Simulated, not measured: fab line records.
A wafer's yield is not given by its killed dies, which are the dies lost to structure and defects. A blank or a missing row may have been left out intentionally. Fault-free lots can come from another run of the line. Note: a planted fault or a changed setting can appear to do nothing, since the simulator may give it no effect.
Matching of chambers	flow n5-finfet	3 sister chambers for N5_BEOL_M0_SAQP_PECVD_96 on pecvd-02
The step deposits a-Si from SiH4/He, target thk 45 nm, time 45.2 s. 6 wafers are shown with their chamber, then 7 later ones without.

## EACH WAFER AND ITS CHAMBER
wafer	chamber	heater-power-w (W)	throttle-valve-pct (%)
L083.6	2	659	16.7
L085.4	2	681	16.4
L085.5	0	719	17.4
L085.6	1	493	17.1
L088.1	1	476	17.5
L088.2	0	666	17.6

## WAFERS WHOSE CHAMBER IS MISSING
wafer	heater-power-w (W)	throttle-valve-pct (%)
L088.3	629	16.6
L089.1	472	17.3
L089.3	669	16.8
L089.4	483	17.1
L090.2	725	17.6
L090.3	719	16.7
L090.5	716	16.7

## EACH ONE'S CHAMBER
wafer	from the rows above	in truth
L088.3	2	2
L089.1	1	1
L089.3	2	2
L089.4	1	1
L090.2	0	0
L090.3	can't be placed: 2 or 0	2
L090.5	can't be placed: 2 or 0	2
5 of 7 placed correctly. Not placeable from these rows: 2 (in 2, the candidates include the true chamber). Wrongly placed: 0.
How it was worked out, from the rows above alone: a wafer's distance from a chamber is the root of the sum, over the readings, of the square of ((its reading less the chamber's mean) divided by the reading's scatter). The wafer belongs to the nearest chamber; if the next one is less than 2 further off, it can't be placed. The mean given for a chamber averages the wafers shown for that chamber. The scatter: the root of (the sum of the squares of (reading less its chamber's mean) over the shown wafers, divided by (wafers less chambers)).
